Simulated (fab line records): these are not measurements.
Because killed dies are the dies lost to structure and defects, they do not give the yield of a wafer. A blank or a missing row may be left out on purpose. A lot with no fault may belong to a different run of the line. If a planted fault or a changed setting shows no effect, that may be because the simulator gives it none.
fab line records :: flow n5-finfet :: part 2 of 2: steps 16 to 25 of 25
record:
  lots: 5
  wafers: 15
  last-day: 17
route steps=1938 shown BEOL_M3@967
lots that met no fault: from a run of the same line without faults
start-h: start of the lot's first displayed wafer, in hours after the record's first day :: wait-h: hours from the lot's prior step to this one :: " unchanged from the row above :: L1.1+2: several wafers, shown together as one row :: - value missing, or start not given :: * or withheld: withheld :: < > ~ a bound
route shown NAME@n: a module of which the file shows steps, and the number in the route of the first :: usual: mean/standard deviation of fault-free wafers :: same: alike in all rows :: chamber/n: place in a boat :: sites: the reading at each site :: _std_site: their standard deviation :: _edge_site: the outer-site mean with the inner-site mean subtracted :: radius-mm: for every site, how far away it sits from the centre of the wafer :: mask NAME#n: copy n :: behind: the most recent tool/chamber to have shaped the wafer :: hold: why the lot went on hold/how many hours it stayed there/how the hold came to an end :: device: which transistor (n, p or np) failed to switch :: end of line: at the end of the route, the tests of the same wafers :: a step given without rows: its recipe and nothing more :: killed: dies that structure and defects cost at the first sort, which is not the same as the wafer's yield :: map: per-die view of a wafer (x killed, . not killed, _ where there is no die)
set.NAME: the run value of the setting; set.NAME@STEP: its run value at that earlier step :: model.NAME: the simulator's own value behind a step, which no gauge read
lots seen at some steps along the route; tables by step, rows by wafer
services: from which hour (start-h, from the record's first day; less than 0 if before it) a tool's chamber was out of use, for how many hours, and why
== steps ==
step: N5_BEOL_M3_STRIP_97
recipe:
  chemistry: N2/H2
  time-s: 10
  power-w: 450
  temp-c: 40
  pressure-mtorr: 20
  rf-frequency-hz: 6e+07
  bias-power-w: 7
  n2-flow-sccm: 200
  h2-flow-sccm: 200
usual:
  drypump-motor-current-A: 5.7/0.38
  oes-product-au: 0.81/0.066
  rf-vpp-V: 59.3/0.84
  showerhead-plenum-p-Torr: 2.56/0.099
  throttle-valve-pct: 23.6/0.32
lot.wafer: L075.2
tool: rie-diel-04
chamber: 2
start-h: -
wait-h: -
drypump-motor-current-A: 5.4
oes-product-au: 0.83
rf-hours-counter-h: 86
rf-vpp-V: 58.4
showerhead-plenum-p-Torr: 2.45
throttle-valve-pct: 23.8

lot.wafer: L075.4
tool: rie-diel-04
chamber: 2
start-h: -
wait-h: -
drypump-motor-current-A: 5.4
oes-product-au: 0.82
rf-hours-counter-h: -
rf-vpp-V: 59.4
showerhead-plenum-p-Torr: 2.45
throttle-valve-pct: 23.8

lot.wafer: L075.5
tool: rie-diel-04
chamber: 1
start-h: -
wait-h: -
drypump-motor-current-A: 5.6
oes-product-au: 0.71
rf-hours-counter-h: -
rf-vpp-V: 58.3
showerhead-plenum-p-Torr: 2.50
throttle-valve-pct: 23.5

lot.wafer: L077.1
tool: rie-diel-02
chamber: 1
start-h: -
wait-h: -
drypump-motor-current-A: 5.6
oes-product-au: 0.90
rf-hours-counter-h: 40
rf-vpp-V: 60.1
showerhead-plenum-p-Torr: 2.71
throttle-valve-pct: 23.7

lot.wafer: L077.4
tool: rie-diel-02
chamber: 3
start-h: -
wait-h: -
drypump-motor-current-A: 5.9
oes-product-au: 0.84
rf-hours-counter-h: 69
rf-vpp-V: 59.9
showerhead-plenum-p-Torr: 2.67
throttle-valve-pct: 22.9

lot.wafer: L077.5
tool: rie-diel-02
chamber: 1
start-h: -
wait-h: -
drypump-motor-current-A: 5.7
oes-product-au: 0.91
rf-hours-counter-h: -
rf-vpp-V: 61.0
showerhead-plenum-p-Torr: 2.71
throttle-valve-pct: 23.7

lot.wafer: L082.3
tool: rie-diel-04
chamber: 2
start-h: -
wait-h: -
drypump-motor-current-A: 5.4
oes-product-au: 0.81
rf-hours-counter-h: 97
rf-vpp-V: 60.2
showerhead-plenum-p-Torr: 2.44
throttle-valve-pct: 23.8

lot.wafer: L082.5
tool: rie-diel-04
chamber: 2
start-h: -
wait-h: -
drypump-motor-current-A: 5.3
oes-product-au: 0.82
rf-hours-counter-h: -
rf-vpp-V: 60.6
showerhead-plenum-p-Torr: 2.44
throttle-valve-pct: 23.8

lot.wafer: L082.6
tool: rie-diel-04
chamber: 1
start-h: -
wait-h: -
drypump-motor-current-A: 5.5
oes-product-au: 0.70
rf-hours-counter-h: -
rf-vpp-V: 59.6
showerhead-plenum-p-Torr: 2.49
throttle-valve-pct: 23.5

lot.wafer: L092.3
tool: rie-diel-02
chamber: 0
start-h: -
wait-h: -
drypump-motor-current-A: 5.1
oes-product-au: 0.74
rf-hours-counter-h: 183
rf-vpp-V: 59.3
showerhead-plenum-p-Torr: 2.64
throttle-valve-pct: 23.9

lot.wafer: L092.4
tool: rie-diel-02
chamber: 0
start-h: -
wait-h: -
drypump-motor-current-A: 5.1
oes-product-au: 0.74
rf-hours-counter-h: -
rf-vpp-V: 59.5
showerhead-plenum-p-Torr: 2.64
throttle-valve-pct: 23.9

lot.wafer: L092.5
tool: rie-diel-02
chamber: 1
start-h: -
wait-h: -
drypump-motor-current-A: 5.6
oes-product-au: 0.86
rf-hours-counter-h: -
rf-vpp-V: 60.6
showerhead-plenum-p-Torr: 2.70
throttle-valve-pct: 23.8

lot.wafer: L094.2
tool: rie-diel-02
chamber: 3
start-h: -
wait-h: -
drypump-motor-current-A: 5.8
oes-product-au: 0.80
rf-hours-counter-h: 93
rf-vpp-V: 60.5
showerhead-plenum-p-Torr: 2.66
throttle-valve-pct: 22.9

lot.wafer: L094.3
tool: rie-diel-02
chamber: 1
start-h: -
wait-h: -
drypump-motor-current-A: 5.6
oes-product-au: 0.86
rf-hours-counter-h: 77
rf-vpp-V: 58.5
showerhead-plenum-p-Torr: 2.69
throttle-valve-pct: 23.8

lot.wafer: L094.4
tool: rie-diel-02
chamber: 0
start-h: -
wait-h: -
drypump-motor-current-A: 5.1
oes-product-au: 0.73
rf-hours-counter-h: 187
rf-vpp-V: 59.3
showerhead-plenum-p-Torr: 2.63
throttle-valve-pct: 23.9
step: N5_BEOL_M3_OCD_MEAS_38
usual:
  trench-depth-nm: 55.3/0.85
lot.wafer: L075.2
tool: ocd-01
chamber: -
start-h: 155.48
wait-h: -
trench-depth-nm: 54.6

lot.wafer: L075.4
tool: ocd-01
chamber: -
start-h: 155.48
wait-h: -
trench-depth-nm: 55.8

lot.wafer: L075.5
tool: ocd-01
chamber: -
start-h: 155.48
wait-h: -
trench-depth-nm: 55.0

lot.wafer: L077.1
tool: ocd-02
chamber: -
start-h: 169.34
wait-h: -
trench-depth-nm: 55.9

lot.wafer: L077.4
tool: ocd-02
chamber: -
start-h: 169.34
wait-h: -
trench-depth-nm: 55.8

lot.wafer: L077.5
tool: ocd-02
chamber: -
start-h: 169.34
wait-h: -
trench-depth-nm: 55.5

lot.wafer: L082.3
tool: ocd-02
chamber: -
start-h: 194.70
wait-h: -
trench-depth-nm: 56.0

lot.wafer: L082.5
tool: ocd-02
chamber: -
start-h: 194.70
wait-h: -
trench-depth-nm: 56.1

lot.wafer: L082.6
tool: ocd-02
chamber: -
start-h: 194.70
wait-h: -
trench-depth-nm: 54.5

lot.wafer: L092.3
tool: ocd-02
chamber: -
start-h: 262.19
wait-h: -
trench-depth-nm: 56.7

lot.wafer: L092.4
tool: ocd-02
chamber: -
start-h: 262.19
wait-h: -
trench-depth-nm: 55.6

lot.wafer: L092.5
tool: ocd-02
chamber: -
start-h: 262.19
wait-h: -
trench-depth-nm: 56.1

lot.wafer: L094.2
tool: ocd-02
chamber: -
start-h: 277.19
wait-h: -
trench-depth-nm: 56.5

lot.wafer: L094.3
tool: ocd-02
chamber: -
start-h: 277.19
wait-h: -
trench-depth-nm: 55.2

lot.wafer: L094.4
tool: ocd-02
chamber: -
start-h: 277.19
wait-h: -
trench-depth-nm: 56.5
step: N5_BEOL_M3_HM_STRIP_39
recipe:
  chemistry: peroxide-tin-strip
  material: TiN
  target-depth-a: 250
  temp-c: 50
  time-s: 158
usual:
  bath-heat-duty-pct: 7.2/0.82
lot.wafer: L075.2
tool: wet-bench-05
chamber: 0
start-h: 155.51
wait-h: 0.0
bath-heat-duty-pct: 7.1

lot.wafer: L075.4
tool: wet-bench-05
chamber: 5
start-h: 155.51
wait-h: 0.0
bath-heat-duty-pct: 8.2

lot.wafer: L075.5
tool: wet-bench-05
chamber: 7
start-h: 155.51
wait-h: 0.0
bath-heat-duty-pct: 8.1

lot.wafer: L077.1
tool: wet-bench-02
chamber: 5
start-h: 169.37
wait-h: 0.0
bath-heat-duty-pct: 8.0

lot.wafer: L077.4
tool: wet-bench-02
chamber: 4
start-h: 169.37
wait-h: 0.0
bath-heat-duty-pct: 7.4

lot.wafer: L077.5
tool: wet-bench-02
chamber: 7
start-h: 169.37
wait-h: 0.0
bath-heat-duty-pct: 5.8

lot.wafer: L082.3
tool: wet-bench-01
chamber: 4
start-h: 194.73
wait-h: 0.0
bath-heat-duty-pct: 6.6

lot.wafer: L082.5
tool: wet-bench-01
chamber: 2
start-h: 194.73
wait-h: 0.0
bath-heat-duty-pct: 7.1

lot.wafer: L082.6
tool: wet-bench-01
chamber: 5
start-h: 194.73
wait-h: 0.0
bath-heat-duty-pct: 6.6

lot.wafer: L092.3
tool: wet-bench-05
chamber: 5
start-h: 262.22
wait-h: 0.0
bath-heat-duty-pct: 7.4

lot.wafer: L092.4
tool: wet-bench-05
chamber: 6
start-h: 262.22
wait-h: 0.0
bath-heat-duty-pct: 6.7

lot.wafer: L092.5
tool: wet-bench-05
chamber: 2
start-h: 262.22
wait-h: 0.0
bath-heat-duty-pct: 7.4

lot.wafer: L094.2
tool: wet-bench-05
chamber: 3
start-h: 277.22
wait-h: 0.0
bath-heat-duty-pct: 9.2

lot.wafer: L094.3
tool: wet-bench-05
chamber: 2
start-h: 277.22
wait-h: 0.0
bath-heat-duty-pct: 7.6

lot.wafer: L094.4
tool: wet-bench-05
chamber: 6
start-h: 277.22
wait-h: 0.0
bath-heat-duty-pct: 7.1
step: N5_BEOL_M3_SRD_40
recipe:
  time-s: 30
  temp-c: 23
  rinse-liquid: diw
  dry: ipa-marangoni
usual:
  bath-heat-duty-pct: 3.6/0.54
lot.wafer: L075.2
tool: wet-bench-05
chamber: 0
start-h: 155.56
wait-h: 0.0
bath-heat-duty-pct: 3.9

lot.wafer: L075.4
tool: wet-bench-05
chamber: 5
start-h: 155.56
wait-h: 0.0
bath-heat-duty-pct: 3.8

lot.wafer: L075.5
tool: wet-bench-05
chamber: 7
start-h: 155.56
wait-h: 0.0
bath-heat-duty-pct: 3.5

lot.wafer: L077.1
tool: wet-bench-02
chamber: 5
start-h: 169.42
wait-h: 0.0
bath-heat-duty-pct: 4.0

lot.wafer: L077.4
tool: wet-bench-02
chamber: 4
start-h: 169.42
wait-h: 0.0
bath-heat-duty-pct: 3.8

lot.wafer: L077.5
tool: wet-bench-02
chamber: 7
start-h: 169.42
wait-h: 0.0
bath-heat-duty-pct: 3.0

lot.wafer: L082.3
tool: wet-bench-01
chamber: 4
start-h: 194.78
wait-h: 0.0
bath-heat-duty-pct: 3.0

lot.wafer: L082.5
tool: wet-bench-01
chamber: 2
start-h: 194.78
wait-h: 0.0
bath-heat-duty-pct: 4.7

lot.wafer: L082.6
tool: wet-bench-01
chamber: 5
start-h: 194.78
wait-h: 0.0
bath-heat-duty-pct: 3.8

lot.wafer: L092.3
tool: wet-bench-05
chamber: 5
start-h: 262.27
wait-h: 0.0
bath-heat-duty-pct: 3.3

lot.wafer: L092.4
tool: wet-bench-05
chamber: 6
start-h: 262.27
wait-h: 0.0
bath-heat-duty-pct: 2.8

lot.wafer: L092.5
tool: wet-bench-05
chamber: 2
start-h: 262.27
wait-h: 0.0
bath-heat-duty-pct: 3.7

lot.wafer: L094.2
tool: wet-bench-05
chamber: 3
start-h: 277.26
wait-h: 0.0
bath-heat-duty-pct: 4.0

lot.wafer: L094.3
tool: wet-bench-05
chamber: 2
start-h: 277.26
wait-h: 0.0
bath-heat-duty-pct: 3.6

lot.wafer: L094.4
tool: wet-bench-05
chamber: 6
start-h: 277.26
wait-h: 0.0
bath-heat-duty-pct: 3.7
step: N5_BEOL_M3_PRECLEAN_42
recipe:
  chemistry: residue-remover
  time-s: 60
  temp-c: 40
usual:
  bath-heat-duty-pct: 4.6/0.62
lot.wafer: L075.2
tool: wet-bench-05
chamber: 0
start-h: 155.57
wait-h: 0.0
bath-heat-duty-pct: 4.6

lot.wafer: L075.4
tool: wet-bench-05
chamber: 5
start-h: 155.57
wait-h: 0.0
bath-heat-duty-pct: 5.4

lot.wafer: L075.5
tool: wet-bench-05
chamber: 7
start-h: 155.57
wait-h: 0.0
bath-heat-duty-pct: 3.3

lot.wafer: L077.1
tool: wet-bench-02
chamber: 5
start-h: 169.44
wait-h: 0.0
bath-heat-duty-pct: 4.9

lot.wafer: L077.4
tool: wet-bench-02
chamber: 4
start-h: 169.44
wait-h: 0.0
bath-heat-duty-pct: 4.1

lot.wafer: L077.5
tool: wet-bench-02
chamber: 7
start-h: 169.44
wait-h: 0.0
bath-heat-duty-pct: 4.3

lot.wafer: L082.3
tool: wet-bench-01
chamber: 4
start-h: 194.79
wait-h: 0.0
bath-heat-duty-pct: 4.2

lot.wafer: L082.5
tool: wet-bench-01
chamber: 2
start-h: 194.79
wait-h: 0.0
bath-heat-duty-pct: 5.1

lot.wafer: L082.6
tool: wet-bench-01
chamber: 5
start-h: 194.79
wait-h: 0.0
bath-heat-duty-pct: 4.6

lot.wafer: L092.3
tool: wet-bench-05
chamber: 5
start-h: 262.28
wait-h: 0.0
bath-heat-duty-pct: 5.3

lot.wafer: L092.4
tool: wet-bench-05
chamber: 6
start-h: 262.28
wait-h: 0.0
bath-heat-duty-pct: 4.7

lot.wafer: L092.5
tool: wet-bench-05
chamber: 2
start-h: 262.28
wait-h: 0.0
bath-heat-duty-pct: 4.7

lot.wafer: L094.2
tool: wet-bench-05
chamber: 3
start-h: 277.28
wait-h: 0.0
bath-heat-duty-pct: 5.2

lot.wafer: L094.3
tool: wet-bench-05
chamber: 2
start-h: 277.28
wait-h: 0.0
bath-heat-duty-pct: 4.3

lot.wafer: L094.4
tool: wet-bench-05
chamber: 6
start-h: 277.28
wait-h: 0.0
bath-heat-duty-pct: 3.8
step: N5_BEOL_M3_SRD_43
recipe:
  time-s: 30
  temp-c: 23
  rinse-liquid: diw
  dry: ipa-marangoni
usual:
  bath-heat-duty-pct: 3.7/0.55
lot.wafer: L075.2
tool: wet-bench-05
chamber: 0
start-h: 155.59
wait-h: 0.0
bath-heat-duty-pct: 3.8

lot.wafer: L075.4
tool: wet-bench-05
chamber: 5
start-h: 155.59
wait-h: 0.0
bath-heat-duty-pct: 3.8

lot.wafer: L075.5
tool: wet-bench-05
chamber: 7
start-h: 155.59
wait-h: 0.0
bath-heat-duty-pct: 4.0

lot.wafer: L077.1
tool: wet-bench-02
chamber: 5
start-h: 169.45
wait-h: 0.0
bath-heat-duty-pct: 3.5

lot.wafer: L077.4
tool: wet-bench-02
chamber: 4
start-h: 169.45
wait-h: 0.0
bath-heat-duty-pct: 3.3

lot.wafer: L077.5
tool: wet-bench-02
chamber: 7
start-h: 169.45
wait-h: 0.0
bath-heat-duty-pct: 4.0

lot.wafer: L082.3
tool: wet-bench-01
chamber: 4
start-h: 194.81
wait-h: 0.0
bath-heat-duty-pct: 3.3

lot.wafer: L082.5
tool: wet-bench-01
chamber: 2
start-h: 194.81
wait-h: 0.0
bath-heat-duty-pct: 3.7

lot.wafer: L082.6
tool: wet-bench-01
chamber: 5
start-h: 194.81
wait-h: 0.0
bath-heat-duty-pct: 3.2

lot.wafer: L092.3
tool: wet-bench-05
chamber: 5
start-h: 262.30
wait-h: 0.0
bath-heat-duty-pct: 3.4

lot.wafer: L092.4
tool: wet-bench-05
chamber: 6
start-h: 262.30
wait-h: 0.0
bath-heat-duty-pct: 3.8

lot.wafer: L092.5
tool: wet-bench-05
chamber: 2
start-h: 262.30
wait-h: 0.0
bath-heat-duty-pct: 3.3

lot.wafer: L094.2
tool: wet-bench-05
chamber: 3
start-h: 277.30
wait-h: 0.0
bath-heat-duty-pct: 4.0

lot.wafer: L094.3
tool: wet-bench-05
chamber: 2
start-h: 277.30
wait-h: 0.0
bath-heat-duty-pct: 3.6

lot.wafer: L094.4
tool: wet-bench-05
chamber: 6
start-h: 277.30
wait-h: 0.0
bath-heat-duty-pct: 3.7
step: N5_BEOL_M3_CD_MEAS_35
recipe:
  target-cd-nm: 18
  target-cd-y-nm: 21
  polarity: opening
usual:
  cd-nm: 18.1/0.4
lot.wafer: L075.2
tool: cd-sem-03
chamber: -
start-h: 155.63
wait-h: 0.0
cd-nm: 18.2

lot.wafer: L075.4
tool: cd-sem-03
chamber: -
start-h: 155.63
wait-h: 0.0
cd-nm: 17.8

lot.wafer: L075.5
tool: cd-sem-03
chamber: -
start-h: 155.63
wait-h: 0.0
cd-nm: 18.4

lot.wafer: L077.1
tool: cd-sem-03
chamber: -
start-h: 169.49
wait-h: 0.0
cd-nm: 18.5

lot.wafer: L077.4
tool: cd-sem-03
chamber: -
start-h: 169.49
wait-h: 0.0
cd-nm: 18.2

lot.wafer: L077.5
tool: cd-sem-03
chamber: -
start-h: 169.49
wait-h: 0.0
cd-nm: 18.1

lot.wafer: L082.3
tool: cd-sem-01
chamber: -
start-h: 194.85
wait-h: 0.0
cd-nm: 18.5

lot.wafer: L082.5
tool: cd-sem-01
chamber: -
start-h: 194.85
wait-h: 0.0
cd-nm: 18.0

lot.wafer: L082.6
tool: cd-sem-01
chamber: -
start-h: 194.85
wait-h: 0.0
cd-nm: 17.7

lot.wafer: L092.3
tool: cd-sem-02
chamber: -
start-h: 262.34
wait-h: 0.0
cd-nm: 18.0

lot.wafer: L092.4
tool: cd-sem-02
chamber: -
start-h: 262.34
wait-h: 0.0
cd-nm: 18.6

lot.wafer: L092.5
tool: cd-sem-02
chamber: -
start-h: 262.34
wait-h: 0.0
cd-nm: 18.5

lot.wafer: L094.2
tool: cd-sem-03
chamber: -
start-h: 277.34
wait-h: 0.0
cd-nm: 17.9

lot.wafer: L094.3
tool: cd-sem-03
chamber: -
start-h: 277.34
wait-h: 0.0
cd-nm: 17.4

lot.wafer: L094.4
tool: cd-sem-03
chamber: -
start-h: 277.34
wait-h: 0.0
cd-nm: 18.2
step: N5_BEOL_M3_DEGAS_44
recipe:
  ambient: vacuum
  temp-c: 250
  time-s: 60
usual:
  heater-power-w: 352/28
lot.wafer: L075.2
tool: pvd-sputter-01
chamber: -
start-h: 155.71
wait-h: 0.1
heater-power-w: 325

lot.wafer: L075.4
tool: pvd-sputter-01
chamber: -
start-h: 155.71
wait-h: 0.1
heater-power-w: 281

lot.wafer: L075.5
tool: pvd-sputter-01
chamber: -
start-h: 155.71
wait-h: 0.1
heater-power-w: 336

lot.wafer: L077.1
tool: pvd-sputter-01
chamber: -
start-h: 170.33
wait-h: 0.8
heater-power-w: 380

lot.wafer: L077.4
tool: pvd-sputter-01
chamber: -
start-h: 170.33
wait-h: 0.8
heater-power-w: 335

lot.wafer: L077.5
tool: pvd-sputter-01
chamber: -
start-h: 170.33
wait-h: 0.8
heater-power-w: 332

lot.wafer: L082.3
tool: pvd-sputter-01
chamber: -
start-h: 195.21
wait-h: 0.4
heater-power-w: 277

lot.wafer: L082.5
tool: pvd-sputter-01
chamber: -
start-h: 195.21
wait-h: 0.4
heater-power-w: 278

lot.wafer: L082.6
tool: pvd-sputter-01
chamber: -
start-h: 195.21
wait-h: 0.4
heater-power-w: 332

lot.wafer: L092.3
tool: pvd-sputter-02
chamber: -
start-h: 262.40
wait-h: 0.1
heater-power-w: 367

lot.wafer: L092.4
tool: pvd-sputter-02
chamber: -
start-h: 262.40
wait-h: 0.1
heater-power-w: 334

lot.wafer: L092.5
tool: pvd-sputter-02
chamber: -
start-h: 262.40
wait-h: 0.1
heater-power-w: 371

lot.wafer: L094.2
tool: pvd-sputter-02
chamber: -
start-h: 277.56
wait-h: 0.2
heater-power-w: 370

lot.wafer: L094.3
tool: pvd-sputter-02
chamber: -
start-h: 277.56
wait-h: 0.2
heater-power-w: 373

lot.wafer: L094.4
tool: pvd-sputter-02
chamber: -
start-h: 277.56
wait-h: 0.2
heater-power-w: 374
step: N5_BEOL_M3_PRE_CLEAN_45
recipe:
  gas: H2/He
  time-s: 30
  temp-c: 250
usual:
  heater-power-w: 354/28
lot.wafer: L075.2
tool: pvd-sputter-01
chamber: -
start-h: 155.75
wait-h: 0.0
heater-power-w: 331

lot.wafer: L075.4
tool: pvd-sputter-01
chamber: -
start-h: 155.75
wait-h: 0.0
heater-power-w: 284

lot.wafer: L075.5
tool: pvd-sputter-01
chamber: -
start-h: 155.75
wait-h: 0.0
heater-power-w: 334

lot.wafer: L077.1
tool: pvd-sputter-01
chamber: -
start-h: 170.37
wait-h: 0.0
heater-power-w: 382

lot.wafer: L077.4
tool: pvd-sputter-01
chamber: -
start-h: 170.37
wait-h: 0.0
heater-power-w: 342

lot.wafer: L077.5
tool: pvd-sputter-01
chamber: -
start-h: 170.37
wait-h: 0.0
heater-power-w: 342

lot.wafer: L082.3
tool: pvd-sputter-01
chamber: -
start-h: 195.25
wait-h: 0.0
heater-power-w: 284

lot.wafer: L082.5
tool: pvd-sputter-01
chamber: -
start-h: 195.25
wait-h: 0.0
heater-power-w: 288

lot.wafer: L082.6
tool: pvd-sputter-01
chamber: -
start-h: 195.25
wait-h: 0.0
heater-power-w: 329

lot.wafer: L092.3
tool: pvd-sputter-02
chamber: -
start-h: 262.44
wait-h: 0.0
heater-power-w: 375

lot.wafer: L092.4
tool: pvd-sputter-02
chamber: -
start-h: 262.44
wait-h: 0.0
heater-power-w: 337

lot.wafer: L092.5
tool: pvd-sputter-02
chamber: -
start-h: 262.44
wait-h: 0.0
heater-power-w: 378

lot.wafer: L094.2
tool: pvd-sputter-02
chamber: -
start-h: 277.60
wait-h: 0.0
heater-power-w: 372

lot.wafer: L094.3
tool: pvd-sputter-02
chamber: -
start-h: 277.60
wait-h: 0.0
heater-power-w: 370

lot.wafer: L094.4
tool: pvd-sputter-02
chamber: -
start-h: 277.60
wait-h: 0.0
heater-power-w: 373
step: N5_BEOL_M3_ALD_84
recipe:
  material: TaN
  target-thk-a: *
  temp-c: 275
  ald-precursor-family: PDMAT
  ald-co-reactant: NH3
  pressure-torr: 3
  carrier-flow-sccm: 1500
  pulse-time-s: 2
  purge-time-s: 3
  co-reactant-purge-time-s: 2
  co-reactant-pulse-time-s: 3
  ald-cycles: 30
  precursor-vessel-temp-c: 75
  precursor-vessel-pressure-torr: 26.25
  precursor-vessel-carrier-sccm: 1000
usual:
  heater-power-w: 412/32
same:
  pulse-time-s: 2
  purge-time-s: 3
lot.wafer: L075.2
tool: ald-metal-04
chamber: 3
start-h: 155.82
wait-h: 0.0
heater-power-w: 401

lot.wafer: L075.4
tool: ald-metal-04
chamber: 1
start-h: 155.82
wait-h: 0.0
heater-power-w: 436

lot.wafer: L075.5
tool: ald-metal-04
chamber: 2
start-h: 155.82
wait-h: 0.0
heater-power-w: 372

lot.wafer: L077.1
tool: ald-metal-02
chamber: 0
start-h: 170.49
wait-h: 0.1
heater-power-w: 393

lot.wafer: L077.4
tool: ald-metal-02
chamber: 2
start-h: 170.49
wait-h: 0.1
heater-power-w: 377

lot.wafer: L077.5
tool: ald-metal-02
chamber: 3
start-h: 170.49
wait-h: 0.1
heater-power-w: 415

lot.wafer: L082.3
tool: ald-metal-02
chamber: 1
start-h: 195.33
wait-h: 0.1
heater-power-w: 398

lot.wafer: L082.5
tool: ald-metal-02
chamber: 1
start-h: 195.33
wait-h: 0.1
heater-power-w: 413

lot.wafer: L082.6
tool: ald-metal-02
chamber: 0
start-h: 195.33
wait-h: 0.1
heater-power-w: 399

lot.wafer: L092.3
tool: ald-metal-04
chamber: 1
start-h: 262.50
wait-h: 0.0
heater-power-w: 434

lot.wafer: L092.4
tool: ald-metal-04
chamber: 0
start-h: 262.50
wait-h: 0.0
heater-power-w: 406

lot.wafer: L092.5
tool: ald-metal-04
chamber: 0
start-h: 262.50
wait-h: 0.0
heater-power-w: 414

lot.wafer: L094.2
tool: ald-metal-03
chamber: 3
start-h: 277.66
wait-h: 0.0
heater-power-w: 458

lot.wafer: L094.3
tool: ald-metal-03
chamber: 1
start-h: 277.66
wait-h: 0.0
heater-power-w: 391

lot.wafer: L094.4
tool: ald-metal-03
chamber: 2
start-h: 277.66
wait-h: 0.0
heater-power-w: 430
== services ==
tool: rie-diel-02
chamber: 3
start-h: 139.39
hours: 2.0
kind: repair

tool: ald-metal-03
chamber: 0
start-h: 141.07
hours: 13.3
kind: repair

tool: rie-diel-04
chamber: 3
start-h: 146.43
hours: 9.5
kind: repair

tool: ald-metal-03
chamber: 2
start-h: 157.12
hours: 6.8
kind: repair

tool: ald-metal-03
chamber: 1
start-h: 177.29
hours: 10.4
kind: repair

tool: rie-diel-06
chamber: 1
start-h: 181.26
hours: 7.0
kind: repair

tool: ald-sin-03
chamber: -
start-h: 183.57
hours: 6.1
kind: pm

tool: rie-diel-06
chamber: 2
start-h: 187.71
hours: 4.6
kind: repair

tool: wet-bench-05
chamber: -
start-h: 222.59
hours: 2.4
kind: repair

tool: ald-metal-03
chamber: -
start-h: 229.01
hours: 8.7
kind: pm

tool: wet-bench-05
chamber: -
start-h: 233.06
hours: 6.0
kind: repair

tool: rie-diel-02
chamber: 3
start-h: 240.22
hours: 32.8
kind: repair

tool: ald-metal-04
chamber: -
start-h: 240.61
hours: 4.3
kind: pm

tool: ald-metal-03
chamber: 0
start-h: 245.01
hours: 30.0
kind: repair

tool: ald-metal-02
chamber: 3
start-h: 253.82
hours: 17.0
kind: repair

tool: wet-bench-02
chamber: -
start-h: 259.33
hours: 4.1
kind: repair

tool: ald-sin-04
chamber: 3
start-h: 266.06
hours: 10.3
kind: repair

tool: ald-sin-04
chamber: -
start-h: 268.25
hours: 14.0
kind: pm

tool: ald-sin-04
chamber: 0
start-h: 268.25
hours: 14.0
kind: vent-cycle

tool: ald-sin-04
chamber: 1
start-h: 268.25
hours: 14.0
kind: vent-cycle

tool: ald-sin-04
chamber: 2
start-h: 268.25
hours: 14.0
kind: vent-cycle

tool: ald-metal-02
chamber: -
start-h: 269.30
hours: 2.8
kind: pm
